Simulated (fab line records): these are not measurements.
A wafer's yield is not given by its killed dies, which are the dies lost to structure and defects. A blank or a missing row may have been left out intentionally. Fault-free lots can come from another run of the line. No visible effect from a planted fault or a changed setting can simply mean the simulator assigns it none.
Chamber matching :: flow n5 finfet :: N5_BEOL_M5_CURE_79 on uv cure-02: 3 sister chambers
The step cures SiCOH lowk, time 240 s. 5 wafers are shown with their chamber, then 8 later ones without.

== EACH WAFER AND ITS CHAMBER ==
wafer: L082.4
chamber: 1
wafer_temp_C_max: 388.0
lamp power pct (%): 52.28

wafer: L082.5
chamber: 1
wafer_temp_C_max: 387.3
lamp power pct (%): 52.25

wafer: L091.3
chamber: 2
wafer_temp_C_max: 386.1
lamp power pct (%): 52.30

wafer: L091.6
chamber: 2
wafer_temp_C_max: 386.5
lamp power pct (%): 52.33

wafer: L094.1
chamber: 0
wafer_temp_C_max: 386.3
lamp power pct (%): 52.33

== WAFERS MISSING THEIR CHAMBER ==
wafer: L094.5
wafer_temp_C_max: 386.7
lamp power pct (%): 52.33

wafer: L094.6
wafer_temp_C_max: 386.6
lamp power pct (%): 52.37

wafer: L095.2
wafer_temp_C_max: 387.7
lamp power pct (%): 52.34

wafer: L095.3
wafer_temp_C_max: 387.2
lamp power pct (%): 52.39

wafer: L095.4
wafer_temp_C_max: 387.9
lamp power pct (%): 52.35

wafer: L097.3
wafer_temp_C_max: 386.8
lamp power pct (%): 52.27

wafer: L097.5
wafer_temp_C_max: 386.4
lamp power pct (%): 52.38

wafer: L097.6
wafer_temp_C_max: 386.1
lamp power pct (%): 52.34

== EACH ONE'S CHAMBER ==
wafer: L094.5
from the rows above: can't be placed: 0 or 2
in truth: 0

wafer: L094.6
from the rows above: can't be placed: 0 or 2
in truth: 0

wafer: L095.2
from the rows above: can't be placed: 0 or 1 or 2
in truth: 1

wafer: L095.3
from the rows above: can't be placed: 0 or 2
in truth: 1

wafer: L095.4
from the rows above: can't be placed: 1 or 0 or 2
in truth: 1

wafer: L097.3
from the rows above: can't be placed: 1 or 2 or 0
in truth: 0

wafer: L097.5
from the rows above: can't be placed: 0 or 2
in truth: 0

wafer: L097.6
from the rows above: can't be placed: 0 or 2
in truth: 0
Correct placement for 0 of the 8. Cannot be placed on the basis of these rows: 8; the candidates contain the true chamber in 7. 0 placed wrongly.
How it was worked out, from the rows above alone: a wafer's distance from a chamber is the root of the sum, over the readings, of the square of ((its reading less the chamber's mean) divided by the reading's scatter). The wafer belongs to the nearest chamber; if the next one is less than 2 further off, it can't be placed. Each chamber's mean is taken over the wafers shown for it. The scatter: take each reading less its chamber's mean, square it, sum over the shown wafers, divide by the number of wafers less the number of chambers, and take the root.
